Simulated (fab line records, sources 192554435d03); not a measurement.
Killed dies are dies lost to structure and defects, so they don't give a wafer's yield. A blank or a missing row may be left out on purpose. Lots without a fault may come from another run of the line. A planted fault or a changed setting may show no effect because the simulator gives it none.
Chamber matching | flow n5_finfet | N5_SDB_DESCUM_16 on rie_diel-05: 4 sister chambers
The step chemistry O2, time 7.9 s. 4 wafers are shown with their chamber, then 10 later ones without.

WAFERS WITH THEIR CHAMBER
wafer  | chamber | drypump_motor_current_A (A)
L080.4 | 1       | 5.2
L083.5 | 0       | 6.5
L084.2 | 2       | 5.2
L084.4 | 3       | 5.6

WAFERS WITHOUT THEIR CHAMBER
wafer  | drypump_motor_current_A (A)
L084.6 | 5.1
L088.1 | 6.4
L088.4 | 5.5
L088.6 | 5.2
L089.1 | 6.4
L089.2 | 5.2
L089.3 | 5.2
L092.4 | 5.5
L092.5 | 6.4
L092.6 | 5.2

WHICH CHAMBER EACH WENT THROUGH
wafer  | from the rows above     | in truth
L084.6 | can't be placed: 1 or 2 | 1
L088.1 | 0                       | 0
L088.4 | 3                       | 3
L088.6 | can't be placed: 1 or 2 | 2
L089.1 | 0                       | 0
L089.2 | can't be placed: 1 or 2 | 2
L089.3 | can't be placed: 1 or 2 | 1
L092.4 | 3                       | 3
L092.5 | 0                       | 0
L092.6 | can't be placed: 1 or 2 | 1
Placed correctly: 5 of 10. Can't be placed from these rows: 5 (the true chamber is among the candidates in 5). Placed wrongly: 0.
How it was worked out, from the rows above alone: a wafer's distance from a chamber is the root of the sum, over the readings, of the square of ((its reading less the chamber's mean) divided by the reading's scatter). The wafer belongs to the nearest chamber; if the next one is less than 2 further off, it can't be placed. A chamber's mean is the mean of its shown wafers. The scatter: with one shown wafer a chamber, the root of the mean of the squares of how far each hidden wafer lies from its nearest shown one.
